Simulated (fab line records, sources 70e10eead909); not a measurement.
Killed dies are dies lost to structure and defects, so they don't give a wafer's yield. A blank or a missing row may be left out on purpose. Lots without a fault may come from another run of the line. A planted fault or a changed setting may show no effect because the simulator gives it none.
A struck lot beside a sound one | flow nand_harc | 40 steps out of a route of 1159
Sound: wafers L846.3, L846.4, L846.5. Struck: wafers L856.1, L856.2, L856.5. The cause comes at the end.
At each step with rows: each side's tool, then ch and its chambers, then its first start. Under that, the readings that differ: sound wafers | struck wafers | difference of the means | sigmas: that difference in standard deviations of wafers without a fault.
alike: readings whose means differ by less than 2 such deviations, and words and numbers that are the same on both sides. not compared: withheld readings, readings that some wafer has no value for, bounds like >300 that may hide the same value, and numbers for which the record gives no deviation and whose values overlap.
The two part at a step that has a row with sigmas, a row that says differs or no value, or rows on one side only. Numbers that don't overlap but have no deviation are shown without sigmas and don't part them. A reading that every wafer of one side lacks parts them only if that side has two wafers or more.

first, 1 step without rows for these wafers: NHARC_A_STAIRCASE_TRIM_220 (chemistry O2, time 211.2 s).
NHARC_A_STAIRCASE_ETCH_221: etches the open film in C4F8/O2, target depth 100 nm, time 40.5 s.
  sound on rie_diel-13 ch 1,2,3; struck on rie_diel-13 ch 1,2,3
  alike: oes_product_au, rf_vpp_V
  not compared: rf_hours_counter_h
then, 1 step without rows for these wafers: NHARC_A_STAIRCASE_TRIM_222 (chemistry O2, time 211.2 s).
NHARC_A_STAIRCASE_ETCH_223: etches the open film in C4F8/O2, target depth 100 nm, time 40.5 s.
  sound on rie_diel-13 ch 1,2,3; struck on rie_diel-13 ch 1,2,3
  alike: oes_product_au, rf_vpp_V
  not compared: rf_hours_counter_h
then, 5 steps without rows for these wafers: NHARC_A_STAIRCASE_TRIM_224 (chemistry O2, time 211.2 s); NHARC_A_STAIRCASE_ETCH_225 (etches the open film in C4F8/O2, target depth 100 nm, time 40.5 s); NHARC_A_STAIRCASE_TRIM_226 (chemistry O2, time 211.2 s); NHARC_A_STAIRCASE_ETCH_227 (etches the open film in C4F8/O2, target depth 100 nm, time 40.5 s); NHARC_A_STAIRCASE_TRIM_229 (chemistry O2, time 211.2 s).
NHARC_A_STAIRCASE_ETCH_230: etches the open film in C4F8/O2, target depth 100 nm, time 40.5 s.
  sound on rie_diel-13 ch 1,3; struck on rie_diel-13 ch 2,3
  alike: oes_product_au, rf_vpp_V
  not compared: rf_hours_counter_h
then, 1 step without rows for these wafers: NHARC_A_STAIRCASE_TRIM_231 (chemistry O2, time 211.2 s).
NHARC_A_STAIRCASE_ETCH_232: etches the open film in C4F8/O2, target depth 100 nm, time 40.5 s.
  sound on rie_diel-13 ch 1,2,3, day 12 04:59; struck on rie_diel-13 ch 0,2, day 15 02:19
  alike: oes_product_au, rf_vpp_V
  not compared: rf_hours_counter_h
then, 1 step without rows for these wafers: NHARC_A_STAIRCASE_TRIM_233 (chemistry O2, time 211.2 s).
NHARC_A_STAIRCASE_ETCH_234: etches the open film in C4F8/O2, target depth 100 nm, time 40.5 s.
  sound on rie_diel-13 ch 2,3; struck on rie_diel-13 ch 0,2,3
  alike: oes_product_au, rf_vpp_V
  not compared: rf_hours_counter_h
then, 17 steps without rows for these wafers: NHARC_A_STAIRCASE_TRIM_235 (chemistry O2, time 211.2 s); NHARC_A_STAIRCASE_ETCH_236 (etches the open film in C4F8/O2, target depth 100 nm, time 40.5 s); NHARC_A_STAIRCASE_STRIP_238 (strips in O2); NHARC_A_STAIRCASE_STRIP_239 (strips in SPM, time 900 s); NHARC_A_STAIRCASE_PRECLEAN_240 (cleans in SC1); NHARC_A_STAIRCASE_SRD_241; NHARC_A_STAIRCASE_DEHYDRATE_242 (time 120 s); NHARC_A_STAIRCASE_HMDS_243 (time 30 s); NHARC_A_STAIRCASE_COAT_244; NHARC_A_STAIRCASE_SOFTBAKE_245 (time 170 s); NHARC_A_STAIRCASE_EBR_246; NHARC_A_STAIRCASE_EXPOSE_247 (exposes mask SDS 1); NHARC_A_STAIRCASE_PEB_248 (peb time 130 s); NHARC_A_STAIRCASE_DEVELOP_249 (time 140 s); NHARC_A_STAIRCASE_HARDBAKE_251 (time 140 s); NHARC_A_STAIRCASE_DESCUM_252 (chemistry O2, time 3 s); NHARC_A_STAIRCASE_ETCH_253 (etches the open film in C4F8/O2, target depth 50 nm, time 20.2 s).
NHARC_A_STAIRCASE_STRIP_254: strips in O2.
  sound on plasma_asher-01 ch 0,1, day 12 08:08; struck on plasma_asher-02 ch 0,1, day 15 05:19
  alike: drypump_motor_current_A, heater_power_w, rf_refl_power_W
  not compared: rf_hours_counter_h
then, 7 steps without rows for these wafers: NHARC_A_STAIRCASE_STRIP_255 (strips in SPM, time 900 s); NHARC_A_STAIRCASE_PRECLEAN_256 (cleans in SC1); NHARC_A_STAIRCASE_SRD_257; NHARC_A_STAIRCASE_HM_DEP_456 (deposits aC, target thk 1500 nm); NHARC_A_STAIRCASE_DEP_259 (deposits SiON, target thk 30 nm); NHARC_A_STAIRCASE_DEHYDRATE_281 (time 120 s); NHARC_A_STAIRCASE_HMDS_282 (time 30 s).
-- the record jumps here: 9 days lie between the struck wafers' starts before and after (it left off in module A_STAIRCASE and takes up again in module END, whose first step shown is number 1159 of the route) --
NHARC_END_SORT_01:
  the record has rows for the struck wafers here (prober-02 ch 0, day 24 03:44) and none for the sound ones

WHERE THEY PART
Only at NHARC_END_SORT_01, within this record.

WHY: what the simulator had put in
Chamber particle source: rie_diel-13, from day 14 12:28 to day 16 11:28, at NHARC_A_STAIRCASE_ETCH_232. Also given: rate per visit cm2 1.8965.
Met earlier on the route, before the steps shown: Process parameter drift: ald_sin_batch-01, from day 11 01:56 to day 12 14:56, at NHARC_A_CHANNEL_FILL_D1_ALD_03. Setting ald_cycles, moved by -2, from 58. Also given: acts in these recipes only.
